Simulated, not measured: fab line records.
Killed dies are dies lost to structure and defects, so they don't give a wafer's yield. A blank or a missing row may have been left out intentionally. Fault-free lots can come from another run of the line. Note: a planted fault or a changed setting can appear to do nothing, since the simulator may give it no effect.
Matching of chambers / flow nand harc / rie si-05 running NHARC_A_DECK1_JOINT_ETCHBACK_00: 4 sister chambers
The step etches the open film in HBr, target depth 30 nm, time 17.4 s. 4 wafers are shown with their chamber, then 10 later ones without.

## WAFERS WITH THEIR CHAMBER
wafer=L083.1; chamber=1; oes product au (a.u.)=1.004
wafer=L083.3; chamber=2; oes product au (a.u.)=0.993
wafer=L086.3; chamber=3; oes product au (a.u.)=1.008
wafer=L090.5; chamber=0; oes product au (a.u.)=0.997

## WAFERS WHOSE CHAMBER IS MISSING
wafer=L090.6; oes product au (a.u.)=1.006
wafer=L093.3; oes product au (a.u.)=1.010
wafer=L093.4; oes product au (a.u.)=1.005
wafer=L093.6; oes product au (a.u.)=1.018
wafer=L094.1; oes product au (a.u.)=1.012
wafer=L094.2; oes product au (a.u.)=1.005
wafer=L094.4; oes product au (a.u.)=1.010
wafer=L097.2; oes product au (a.u.)=1.004
wafer=L097.4; oes product au (a.u.)=1.010
wafer=L097.5; oes product au (a.u.)=1.016

## CHAMBER TAKEN BY EACH
wafer=L090.6; from the rows above=can't be placed: 1 or 3 or 0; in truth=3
wafer=L093.3; from the rows above=can't be placed: 3 or 1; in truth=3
wafer=L093.4; from the rows above=can't be placed: 1 or 3 or 0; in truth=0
wafer=L093.6; from the rows above=can't be placed: 3 or 1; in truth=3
wafer=L094.1; from the rows above=can't be placed: 3 or 1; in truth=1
wafer=L094.2; from the rows above=can't be placed: 1 or 3 or 0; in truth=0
wafer=L094.4; from the rows above=can't be placed: 3 or 1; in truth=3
wafer=L097.2; from the rows above=can't be placed: 1 or 3 or 0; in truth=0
wafer=L097.4; from the rows above=can't be placed: 3 or 1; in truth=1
wafer=L097.5; from the rows above=can't be placed: 3 or 1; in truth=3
Placed correctly: 0 of 10. Cannot be placed on the basis of these rows: 10; the candidates contain the true chamber in 10. Placed wrongly: 0.
How it was worked out, from the rows above alone: a wafer's distance from a chamber is the root of the sum, over the readings, of the square of ((its reading less the chamber's mean) divided by the reading's scatter). The wafer belongs to the nearest chamber; if the next one is less than 2 further off, it can't be placed. For every chamber, the mean is computed from those of its wafers that are shown. The scatter: root of mean squared gap, hidden wafer to nearest shown wafer, with one shown wafer a chamber.
